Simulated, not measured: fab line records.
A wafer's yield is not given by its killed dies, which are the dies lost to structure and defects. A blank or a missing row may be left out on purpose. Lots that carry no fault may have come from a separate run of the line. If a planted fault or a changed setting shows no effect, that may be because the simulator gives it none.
fab line records	flow nandHarc
[record] lots = 4	wafers = 12	lastDay = 23
route steps=1159 shown A_CHANNEL_HOLE_D1@456 A_CHANNEL_FILL_D1@490 END@1159
lots that met no fault: from a run of the same line without faults
startH: start of the lot's first displayed wafer, in hours after the record's first day	waitH: how many hours have passed since the lot's step before this one	" repeats the value in the row above	L1.1+2: one row covering several wafers at once	- no value present, or no start provided	* or withheld: withheld	< > ~ a bound
route shown NAME@n: NAME is a module with steps in the file, n the number in the route of the first one	usual: mean/standard deviation taken from wafers without a fault	same: alike in all rows	chamber/n: place in a boat	sites: each site's reading	_std_site: standard deviation across them	_edge_site: outer sites' mean less inner sites'	radiusMm: for every site, how far away it sits from the centre of the wafer	mask NAME#n: copy n	behind: the tool/chamber that last shaped the wafer	hold: cause of the lot's hold/its duration in hours/its outcome	device: which transistor (n, p or np) failed to switch	end of line: the same wafers' tests at the end of the route	a step without rows: its recipe alone	killed: not the wafer's yield, but the dies lost to structure and defects at the first sort	map: shows each die of a wafer: x if killed, . if not, _ if none is there
set.NAME: the setting as run; set.NAME@STEP: as run at that earlier step	model.NAME: the simulator's own value behind a step, which no gauge read
lots at some steps of the route; a table a step, a row a wafer
services: when a tool's chamber went out of use (startH, in hours from the record's first day, below 0 if earlier), for how many hours, and the reason
[[steps]]
[step NHARC_A_CHANNEL_HOLE_D1_COAT_04]
[recipe] spinRpm = 1500	resistThkNm = 90
[step NHARC_A_CHANNEL_HOLE_D1_SOFTBAKE_05]
[recipe] tempC = 105	timeS = 55
[step NHARC_A_CHANNEL_HOLE_D1_EBR_06]
[step NHARC_A_CHANNEL_HOLE_D1_EXPOSE_07]
[recipe] na = 1.35	targetCdNm = 100	sigmaOuter = 0.3	doseMj = 59.65	maskId = HOLE_D1
[step NHARC_A_CHANNEL_HOLE_D1_PEB_08]
[recipe] pebTempC = 100	pebTimeS = 65
[step NHARC_A_CHANNEL_HOLE_D1_DEVELOP_09]
[recipe] developTimeS = 35	devTempC = 23
[step NHARC_A_CHANNEL_HOLE_D1_DESCUM_15]
[recipe] timeS = 3	o2FlowSccm = 200	arFlowSccm = 0	biasPowerW = 0	chemistry = O2
[step NHARC_A_CHANNEL_HOLE_D1_ETCH_38]
[recipe] targetDepthA = 390	overEtchFrac = 0.3	timeS = 65	ionEnergyEv = 80	cf4FlowSccm = 150	arFlowSccm = 0	rfW = 300	biasW = 100	chemistry = CF4
[step NHARC_A_CHANNEL_HOLE_D1_ETCH_39]
[recipe] targetDepthA = 2600	overEtchFrac = 0.3	timeS = 325	ionEnergyEv = 200	n2FlowSccm = 150	h2FlowSccm = 150	arFlowSccm = 0	rfW = 400	biasW = 150	chemistry = N2/H2
[step NHARC_A_CHANNEL_HOLE_D1_ETCH_34]
[recipe] targetDepthA = 1540	timeS = 77	cf4FlowSccm = 100	chf3FlowSccm = 30	arFlowSccm = 0	rfW = 500	biasW = 200	chemistry = CF4/CHF3
[usual] drypumpMotorCurrentA = 5.6/0.48	oesProductAu = 0.939/0.022	rfFwdPowerW = 495.9/1.7	rfVppV = 370.9/1.8	showerheadPlenumPTorr = 1.58/0.048	throttleValvePct = 16.802/0.0085
lot.wafer	tool	chamber	startH	waitH	drypumpMotorCurrentA	oesProductAu	rfFwdPowerW	rfHoursCounterH	rfVppV	showerheadPlenumPTorr	throttleValvePct
L927.1	rieDiel-13	1	186.69	-	4.8	0.964	498.9	6	373.9	1.59	16.787
L927.2	"	2	"	"	5.4	0.961	494.6	6	372.6	1.62	16.799
L927.5	"	2	"	"	5.4	0.951	496.5	-	371.5	1.62	16.810
L933.4	rieDiel-13	1	225.38	-	4.8	0.916	496.8	9	370.6	1.59	16.800
L933.2	"	0	"	"	5.3	0.921	497.3	10	373.3	1.61	16.826
L933.5	"	2	"	"	5.5	0.896	496.3	-	372.5	1.62	16.793
L935.2	rieDiel-13	0	257.66	-	5.3	0.914	497.4	11	373.4	1.61	16.801
L935.6	"	0	"	"	5.3	0.930	497.7	-	372.0	1.61	16.795
L935.5	"	1	"	"	4.8	0.937	496.0	-	371.0	1.59	16.782
L944.1	rieDiel-05	2	285.99	-	6.3	0.920	497.1	8	368.4	1.55	16.811
L944.3	"	0	"	"	5.3	0.923	494.5	8	373.9	1.66	16.793
L944.2	"	1	"	"	5.5	0.913	494.1	8	369.5	1.53	16.792
[step NHARC_A_CHANNEL_HOLE_D1_ETCH_16]
[recipe] targetDepthA = 31000	overEtchFrac = 0.3	timeS = 806	ionEnergyEv = 150	o2FlowSccm = 400	cosFlowSccm = 20	arFlowSccm = 0	rfW = 500	biasW = 300	chemistry = O2/COS
[step NHARC_A_CHANNEL_HOLE_D1_ETCH_19]
[recipe] biasV = 1200	sourceW = 2500	pressureMtorr = 15	timeS = 34.5	arFlowSccm = 375	c4f8FlowSccm = 28.8	o2FlowSccm = 96.2	tempC = -20	targetDepthA = *	chemistry = C4F8/O2/Ar
[step NHARC_A_CHANNEL_HOLE_D1_ETCH_20]
[recipe] biasV = 3000	sourceW = withheld	pressureMtorr = 20	timeS = 361.9	arFlowSccm = 375	c4f8FlowSccm = 89.3	o2FlowSccm = 35.7	tempC = -20	targetDepthA = 16000	chemistry = C4F8/O2/Ar
[step NHARC_A_CHANNEL_HOLE_D1_ETCH_21]
[recipe] biasV = 3000	sourceW = withheld	pressureMtorr = 20	timeS = 514.3	arFlowSccm = 375	c4f8FlowSccm = 89.3	o2FlowSccm = 35.7	tempC = -20	targetDepthA = 16000	chemistry = C4F8/O2/Ar
[step NHARC_A_CHANNEL_HOLE_D1_ETCH_22]
[recipe] biasV = 3000	sourceW = withheld	pressureMtorr = 20	timeS = 666.7	arFlowSccm = 375	c4f8FlowSccm = 89.3	o2FlowSccm = 35.7	tempC = -20	targetDepthA = 16000	chemistry = C4F8/O2/Ar
[step NHARC_A_CHANNEL_HOLE_D1_ETCH_23]
[recipe] biasV = 5000	sourceW = withheld	pressureMtorr = 20	timeS = 819	arFlowSccm = 375	c4f8FlowSccm = 89.3	o2FlowSccm = 35.7	tempC = -20	targetDepthA = 16000	chemistry = C4F8/O2/Ar
[step NHARC_A_CHANNEL_HOLE_D1_ETCH_24]
[recipe] biasV = 5000	sourceW = withheld	pressureMtorr = 20	timeS = 906.2	arFlowSccm = 375	c4f8FlowSccm = 93.8	o2FlowSccm = 31.2	tempC = -20	targetDepthA = 15000	chemistry = C4F8/O2/Ar
[step NHARC_A_CHANNEL_HOLE_D1_ETCH_25]
[recipe] biasV = 5000	sourceW = withheld	pressureMtorr = 20	timeS = 1040.2	arFlowSccm = 375	c4f8FlowSccm = 93.8	o2FlowSccm = 31.2	tempC = -20	targetDepthA = 15000	chemistry = C4F8/O2/Ar
[step NHARC_A_CHANNEL_HOLE_D1_ETCH_26]
[recipe] biasV = 300	sourceW = 2000	pressureMtorr = 30	timeS = 224.1	arFlowSccm = 375	c4f8FlowSccm = 11.4	o2FlowSccm = 113.6	tempC = -20	targetDepthA = 3000	chemistry = C4F8/O2/Ar
[step NHARC_A_CHANNEL_HOLE_D1_ETCH_33]
[recipe] biasV = 400	sourceW = 2000	pressureMtorr = 25	timeS = 90	arFlowSccm = 375	c4f8FlowSccm = 41.7	o2FlowSccm = 83.3	tempC = -20	targetDepthA = 4000	chemistry = C4F8/O2/Ar
[step NHARC_A_CHANNEL_HOLE_D1_STRIP_41]
[recipe] n2FlowSccm = 150	h2FlowSccm = 150	arFlowSccm = 0	biasW = 0	chemistry = N2/H2
[step NHARC_A_CHANNEL_HOLE_D1_STRIP_42]
[recipe] cf4FlowSccm = 100	chf3FlowSccm = 30	arFlowSccm = 0	biasW = 0	chemistry = CF4/CHF3
[step NHARC_A_CHANNEL_HOLE_D1_STRIP_43]
[recipe] o2FlowSccm = 400	cosFlowSccm = 20	arFlowSccm = 0	biasW = 0	chemistry = O2/COS
[step NHARC_A_CHANNEL_HOLE_D1_ETCH_44]
[recipe] targetDepthA = 1400	overetchA = 140	timeS = 77	ionEnergyEv = 100	cf4FlowSccm = 80	o2FlowSccm = 20	arFlowSccm = 0	rfW = 300	biasW = 100	chemistry = CF4/O2
[step NHARC_A_CHANNEL_HOLE_D1_STRIP_27]
[recipe] o2FlowSccm = 500	arFlowSccm = 0	biasW = 0	chemistry = O2
[step NHARC_A_CHANNEL_HOLE_D1_PRECLEAN_28]
[recipe] timeS = *	tempC = 50	bathAgeMin = 0	chemistry = SC1
[step NHARC_A_CHANNEL_HOLE_D1_SRD_29]
[step NHARC_A_CHANNEL_HOLE_D1_XSEM_31]
[recipe] landingEnergyEv = 35000
[step NHARC_A_CHANNEL_HOLE_D1_INSPECT_40]
[usual] rawDefectCount = 59/16
lot.wafer	tool	chamber	startH	waitH	rawDefectCount
L927.1	defectInspect-01	-	193.15	-	102
L927.2	"	-	"	"	104
L927.5	"	-	"	"	48
L933.2	defectInspect-02	-	235.11	-	1039
L933.4	"	-	"	"	1004
L933.5	"	-	"	"	958
L935.2	defectInspect-02	-	264.13	-	1007
L935.5	"	-	"	"	1011
L935.6	"	-	"	"	997
L944.1	defectInspect-01	-	292.47	-	92
L944.2	"	-	"	"	69
L944.3	"	-	"	"	70
[step NHARC_A_CHANNEL_FILL_D1_PRECLEAN_00]
[recipe] timeS = *	tempC = 50	bathAgeMin = 0	chemistry = SC1
[step NHARC_END_SORT_01]
[recipe] tempC = 25
[usual] killedAtArray = 26/8.4	killedAtOther = 0.7/0.97	killedAtPeriphery = 3.2/2.2	killedDies = 30/8.5	killedOpen = 3.4/2	killedShort = 2/1.3
[same] grossDies = 677
lot.wafer	tool	chamber	startH	waitH	killedAtArray	killedAtOther	killedAtPeriphery	killedDies	killedOpen	killedShort
L933.2	prober-02	0	498.31	2.8	118	0	4	122	2	0
L933.4	prober-02	0	499.91	3.4	120	1	1	122	4	2
L933.5	prober-02	0	500.71	3.7	95	0	0	95	0	5
L935.2	prober-02	0	521.61	2.8	117	0	6	123	3	1
L935.5	prober-02	0	523.99	3.7	122	0	2	124	5	3
L935.6	prober-02	0	524.79	4.0	115	0	3	118	4	1
// killed by level:class
L933.2 A_CHANNEL_HOLE_D1:unspecified=97 A_STAIRCASE:chamberFilmFlake=8 A_SLIT:chamberFilmFlake=7 P_STI:chamberFilmFlake=3 A_CHANNEL_HOLE_D1:chamberFilmFlake=3 P_M2:geometricParticle:open=1 A_ONON_D1:geometricParticle:open=1 A_ZERO_WELL:chamberFilmFlake=1
L933.4 A_CHANNEL_HOLE_D1:unspecified=103 A_STAIRCASE:chamberFilmFlake=6 A_SLIT:chamberFilmFlake=4 A_SGD_CUT:geometricParticle:open=2 A_ONON_D1:geometricParticle:open=1 A_WL_FILL:geometricParticle:open=1 A_WL_FILL:geometricParticle:short=1 P_STI:chamberFilmFlake=1
L933.5 A_CHANNEL_HOLE_D1:unspecified=72 A_SLIT:chamberFilmFlake=12 A_WL_FILL:geometricParticle:short=3 A_CHANNEL_HOLE_D1:chamberFilmFlake=3 A_STAIRCASE:chamberFilmFlake=3 A_CHANNEL_FILL_D1:geometricParticle:short=1 A_M0:geometricParticle:short=1
L935.2 A_CHANNEL_HOLE_D1:unspecified=100 A_SLIT:chamberFilmFlake=6 A_CONTACT:chamberFilmFlake=6 P_GATE:chamberFilmFlake=3 P_STI:chamberFilmFlake=2 A_STAIRCASE:chamberFilmFlake=2 P_CONTACT:geometricParticle:open=1 A_CHANNEL_FILL_D1:geometricParticle:short=1
L935.5 A_CHANNEL_HOLE_D1:unspecified=91 A_SLIT:chamberFilmFlake=12 A_CONTACT:chamberFilmFlake=3 A_CHANNEL_HOLE_D1:chamberFilmFlake=3 A_CHANNEL_FILL_D1:chamberFilmFlake=3 A_STAIRCASE:chamberFilmFlake=3 A_CHANNEL_HOLE_D1:geometricParticle:open=2 P_M0:geometricParticle:open=1
L935.6 A_CHANNEL_HOLE_D1:unspecified=90 A_SLIT:chamberFilmFlake=6 A_CONTACT:chamberFilmFlake=6 A_CHANNEL_HOLE_D1:chamberFilmFlake=4 A_STAIRCASE:chamberFilmFlake=4 P_BONDPAD:chamberFilmFlake=2 A_SOURCE_PLATE:geometricParticle:open=1 A_ONON_D1:geometricParticle:open=1
// map L933.2 (x killed, . not)
____________.____________
_________x......_________
_______x.xxx......_______
______..xxxxxx.....______
_____..xxxxxxxx....._____
____..xxxxxxx.x......____
____..xxxxxxxxx...x..____
___...xxxxxxxxxx......___
___..xxxxxxxxxx...x...___
__....xxxxxxxxx.x......__
__..xxxxxxxxxxx........__
_...x..xxxxxxx.........._
_......xxxxxxx.x........_
_x......xxxx..x........._
_.....xx.xxxx..........._
_......................._
.........................
....................x....
......................x.x
.........................
.........................
_.x....................._
_......................._
_......................._
_...........x..........._
_......................._
__.....................__
__.....................__
___.................x.___
___...............x.xx___
____...............x.____
____...............xx____
_____...........xx.x_____
______.............______
_______..........._______
_________......._________
____________.____________
// map L935.5 (x killed, . not)
____________.____________
_________......._________
_______..........._______
______.............______
_____..............._____
____.................____
____.............x...____
___...................___
___...x...............___
__...x..........x.x....__
__.xx.x................__
_..xx.......x....x..x..._
_.x....xx..............._
_......................._
_...x......x............_
_..x...................._
..........x.........x....
...x.....................
....x..xx.x.......x......
......xxxxxx.......x.....
.....xxxxxxxxx...........
_....xxxxxxx............_
_....xxxxxxxx.....xx...._
_....xxxxxxxx..........._
_....xxxxxxxx..........._
_..xxxxxxxxxxx.........._
__..xxxxxxxxx..........__
__...xxxxxxx...........__
___.xxxxxxxxx.....x...___
___...x.xxxx......x...___
____...x..x..........____
____................x____
_____...x..........x_____
______.............______
_______..........._______
_________......._________
____________.____________
[[services]]
tool	chamber	startH	hours	kind
rieDiel-05	-	163.60	9.0	pm
rieDiel-13	0	181.50	-	clean
rieDiel-13	1	181.50	-	clean
rieDiel-13	2	181.50	-	clean
rieDiel-13	3	181.50	-	clean
rieDiel-13	0	206.02	-	clean
rieDiel-13	1	206.02	-	clean
rieDiel-13	2	206.02	-	clean
rieDiel-13	3	206.02	-	clean
rieDiel-13	0	230.52	-	clean
rieDiel-13	1	230.52	-	clean
rieDiel-13	2	230.52	-	clean
rieDiel-13	3	230.52	-	clean
rieDiel-05	3	247.42	4.0	repair
rieDiel-13	0	255.02	-	clean
rieDiel-13	1	255.02	-	clean
rieDiel-13	2	255.02	-	clean
rieDiel-13	3	255.02	-	clean
rieDiel-05	0	257.70	2.1	repair
rieDiel-13	-	276.00	9.0	pm
rieDiel-13	0	276.00	9.0	ventCycle
rieDiel-13	1	276.00	9.0	ventCycle
rieDiel-13	2	276.00	9.0	ventCycle
rieDiel-13	3	276.00	9.0	ventCycle
[[key]]
[firstSign] step = NHARC_A_CHANNEL_HOLE_D1_INSPECT_40	reading = rawDefectCount	direction = up	sigmas = 60	usual = 59	struck = 1003
[effect] step = NHARC_END_SORT_01	reading = killedAtArray	direction = up	sigmas = 10	usual = 26	struck = 114
[moreKillsBornAt] NHARC_A_CHANNEL_HOLE_D1_ETCH_34@rieDiel-13 = 553
metAt NHARC_A_CHANNEL_HOLE_D1_ETCH_34
struckWafers L933.2,L933.4,L933.5,L935.2,L935.5,L935.6
testerLeftOut L933,L935
onsetBetween 186.69 225.38
[fault] kind = chamberParticleSource	tool = rieDiel-13	chamber = -	onsetH = 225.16	steps = NHARC_A_CHANNEL_HOLE_D1_ETCH_34	ratePerVisitCm2 = 1.4809	endH = 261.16
// testerLeftOut: of these lots the tester's yield and bins aren't shown, on N5 and GAA mostly nor the transistor test; their killed dies are dies lost to structure and defects alone, not to doping, threshold or leakage, so they don't give the yield
